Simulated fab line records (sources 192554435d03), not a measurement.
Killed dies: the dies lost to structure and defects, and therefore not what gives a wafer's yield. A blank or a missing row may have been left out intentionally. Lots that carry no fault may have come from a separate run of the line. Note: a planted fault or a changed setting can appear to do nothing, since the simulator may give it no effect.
One fault through the eyes of 2 desks | flow n5_finfet | each desk has only its own numbers; what lay behind them comes last

== TOOL OWNER'S DESK, litho_track-03 ==
The tool's own readings at N5_BEOL_M4_COAT_68 (time 60 s, resist thk 12 nm): means of the sampled wafers that have a number, for each lot that ran on this tool. Any lot whose mean is over 4 standard deviations away from the usual mean is out of limits and marked OUT; that distance is given in the brackets.
Columns: A = plate_temp_C at N5_BEOL_M4_COAT_68, usual 220.03 C; B = spin_speed_rpm at N5_BEOL_M4_COAT_68, usual 1500.1 rpm
lot  | first seen here | A      | B
L478 | day 9 02:05     | 220.04 | 1829.2 (+99 or more) OUT
L477 | day 9 10:02     | 219.90 | 1828.4 (+99 or more) OUT
L490 | day 12 14:55    | 219.99 | 1501.0
Finding of this desk: L477, L478 out of limits; the first was L478 at day 9 02:05, on spin_speed_rpm at N5_BEOL_M4_COAT_68. In limits: L490.

== METROLOGY DESK ==
What the gauges read for every lot (on any tool): the sampled wafers with a number, averaged. Any lot whose mean is over 4 standard deviations away from the usual mean is out of limits and marked OUT; that distance is given in the brackets. 7 of its 10 readings are shown, namely those furthest out on some lot.
Columns: A = DIBL_P at N5_BEOL_M4_RC_MEAS_101, usual 36.0 mV/V; B = IOFF_N at N5_BEOL_M4_RC_MEAS_101, usual 0.16 nA/um; C = IOFF_P at N5_BEOL_M4_RC_MEAS_101, usual 0.21 nA/um; D = ION_N at N5_BEOL_M4_RC_MEAS_101, usual 675 uA/um; E = SS_P at N5_BEOL_M4_RC_MEAS_101, usual 73.3 mV/dec; F = VT_N at N5_BEOL_M4_RC_MEAS_101, usual 250 mV; G = VT_P at N5_BEOL_M4_RC_MEAS_101, usual -250 mV
lot  | first seen here | A    | B    | C    | D   | E    | F   | G
L478 | day 9 10:04     | 32.3 | 0.11 | 0.17 | 653 | 72.1 | 256 | -251
L477 | day 9 15:07     | 37.7 | 0.18 | 0.26 | 683 | 73.3 | 247 | -245
L491 | day 12 23:58    | 36.3 | 0.15 | 0.22 | 667 | 73.2 | 251 | -250
L490 | day 13 01:22    | 38.7 | 0.17 | 0.20 | 690 | 73.7 | 248 | -254
This desk's verdict: no lot among the 4 shows anything out of limits.

== ALL TOGETHER ==
At day 9 02:05, on L477, L478, the tool owner's desk was in a position to raise an alarm.
From the metrology desk's view, nothing was out of limits.
The metrology desk holds a record of L477, L478, inside its limits.
N5_BEOL_M4_COAT_68 was run on litho_track-03 by each of the lots named.

== WHAT WAS PUT IN BY THE SIMULATOR ==
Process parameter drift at N5_BEOL_M4_COAT_68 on litho_track-03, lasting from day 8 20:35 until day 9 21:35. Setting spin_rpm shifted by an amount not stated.
Lots struck among those shown: L477, L478.
Each desk's first reading out of limits, in hours after the fault started: the tool owner's desk, 6.
